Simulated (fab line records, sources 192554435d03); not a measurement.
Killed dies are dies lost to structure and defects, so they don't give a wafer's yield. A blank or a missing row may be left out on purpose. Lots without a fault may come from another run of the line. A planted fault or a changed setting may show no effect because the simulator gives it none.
Split-lot experiment | flow n5_finfet | 7 lots, 21 wafers read, on a route of 1938 steps

THE SPLIT
At N5_BEOL_M13_TRENCH_ETCH_34 (etches SiOC in C4F8/O2/Ar, target depth 413.47 nm, time 162.6 s), the setting time_s was moved away from the recipe's 162.6 s on 6 of the 21 wafers read, by -19.1% to +20.4%. The other wafers ran this setting at the recipe's value.

FROM THE SPLIT TO THE READING: what the file shows between them, 10 steps
- N5_BEOL_M13_STRIP_70: strips in C4F8/O2/Ar
- N5_BEOL_M13_OCD_MEAS_35
- N5_BEOL_M13_STRIP_37: strips in N2/H2
- N5_BEOL_M13_ETCH_38: etches SiCN in CF4/N2, target depth 67.5 nm, time 71.9 s
- N5_BEOL_M13_ECD_47: material Cu, target thk 936 nm
- N5_BEOL_M13_ANNEAL_48: time 90 s
- N5_BEOL_M13_CMP_49: polishes, stops on SiOC, t overpolish 17.1 s, target thk 420 nm
- N5_BEOL_M13_THK_MEAS_50: measures by xrf
- N5_BEOL_M13_PRE_CLEAN_52: time 15 s
- N5_BEOL_M13_DEP_53: deposits SiCN from 3MS/NH3, target thk 50 nm, time 17.8 s

THE READING
M13_RS, in ohm/sq, at N5_BEOL_M13_RS_MEAS_54 (measures by four-point-probe). Fault-free wafers of this fab line usually give 0.0450 ohm/sq, standard deviation 0.00081 ohm/sq.

wafer  | tool, chamber at the split | time_s as run, s | against the recipe | M13_RS, ohm/sq | against lot-mates on the recipe
L078.1 | rie_diel-02, 0             | 175.2            | +7.7%              | 0.0413         | -0.0034
L078.3 | rie_diel-02, 2             | 162.6            | recipe             | 0.0456         | -
L078.4 | rie_diel-02, 3             | 162.6            | recipe             | 0.0439         | -
L081.3 | rie_diel-02, 2             | 162.6            | recipe             | 0.0461         | -
L081.4 | rie_diel-02, 3             | 162.6            | recipe             | 0.0442         | -
L081.6 | rie_diel-02, 3             | 162.6            | recipe             | 0.0440         | -
L083.2 | rie_diel-06, 3             | 150.1            | -7.7%              | 0.0493         | +0.0048
L083.3 | rie_diel-06, 2             | 162.6            | recipe             | 0.0448         | -
L083.4 | rie_diel-06, 0             | 162.6            | recipe             | 0.0441         | -
L084.1 | rie_diel-01, 3             | 162.6            | recipe             | 0.0453         | -
L084.4 | rie_diel-01, 0             | 173.6            | +6.8%              | 0.0410         | -0.0045
L084.5 | rie_diel-01, 3             | 162.6            | recipe             | 0.0458         | -
L085.2 | rie_diel-06, 2             | 162.6            | recipe             | 0.0456         | -
L085.4 | rie_diel-06, 1             | 162.6            | recipe             | 0.0463         | -
L085.5 | rie_diel-06, 3             | 131.5            | -19.1%             | 0.0570         | +0.0110
L095.1 | rie_diel-02, 1             | 162.6            | recipe             | 0.0449         | -
L095.4 | rie_diel-02, 2             | 195.7            | +20.4%             | 0.0384         | -0.0067
L095.6 | rie_diel-02, 0             | 162.6            | recipe             | 0.0452         | -
L097.1 | rie_diel-01, 2             | 186.5            | +14.7%             | 0.0400         | -0.0047
L097.2 | rie_diel-01, 1             | 162.6            | recipe             | 0.0456         | -
L097.4 | rie_diel-01, 0             | 162.6            | recipe             | 0.0439         | -

THE FIT
A straight line over all 21 wafers: M13_RS changes by -0.00046 ohm/sq for each +1% of time_s; r = -0.94; the points scatter about the line by 0.0012 ohm/sq.
The same after taking each lot's own level away (the mean of its wafers on the recipe; 21 wafers): -0.000447 ohm/sq for each +1%; r = -0.95; scatter 0.0011 ohm/sq.
On that fit, the largest move of time_s shifts the reading by 0.0091 ohm/sq.
The lots' own levels span 0.04445 to 0.04595 ohm/sq, that is 1.9 times the standard deviation above.
So the lot-to-lot level changes the slope little: the two slopes agree.
Check: with one of the wafers moved furthest among these (+20.4%) left out of the fit, the line predicts -0.01 ohm/sq for it against its lot-mates. It came out at -0.00665 ohm/sq against them.

OTHER SPLITS ON THESE WAFERS
These wafers also went through other splits before the reading. Each is held against what the fit with the lots' levels taken away leaves over:
other split on the same wafers | wafers away from the commonest value | r with M13_RS (lot level and that fit taken away)
N5_BEOL_M13_EXPOSE_25 dose_mj  | 6                                    | +0.21

THE WHOLE CHAIN: every reading that the file lists as answering this split, in the file's order
step                       | what it does                                                    | reading                                                                       | change (the file's fit)               | r (the file's)
N5_BEOL_M13_TRENCH_ETCH_34 | etches SiOC in C4F8/O2/Ar, target depth 413.47 nm, time 162.6 s | etch.depth_nm (the simulator's own value, which no gauge read)                | +3.84 nm for each +1% of the setting  | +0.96
N5_BEOL_M13_OCD_MEAS_35    |                                                                 | trench_depth_nm                                                               | +3.82 nm for each +1% of the setting  | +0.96
N5_BEOL_M13_CMP_49         | polishes, stops on SiOC, t overpolish 17.1 s, target thk 420 nm | Cu_of_BEOL_M13_ECD_47.thk_nm (the simulator's own value, which no gauge read) | +3.8 nm for each +1% of the setting   | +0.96
N5_BEOL_M13_THK_MEAS_50    | measures by xrf                                                 | M13_THK                                                                       | +3.88 for each +1% of the setting     | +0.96
N5_BEOL_M13_RS_MEAS_54     | measures by four-point-probe                                    | M13_RS                                                                        | -0.000438 for each +1% of the setting | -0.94

THE FILE'S OWN FIT
M13_RS changes by -0.000438 ohm/sq for each +1% of time_s, r = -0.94.
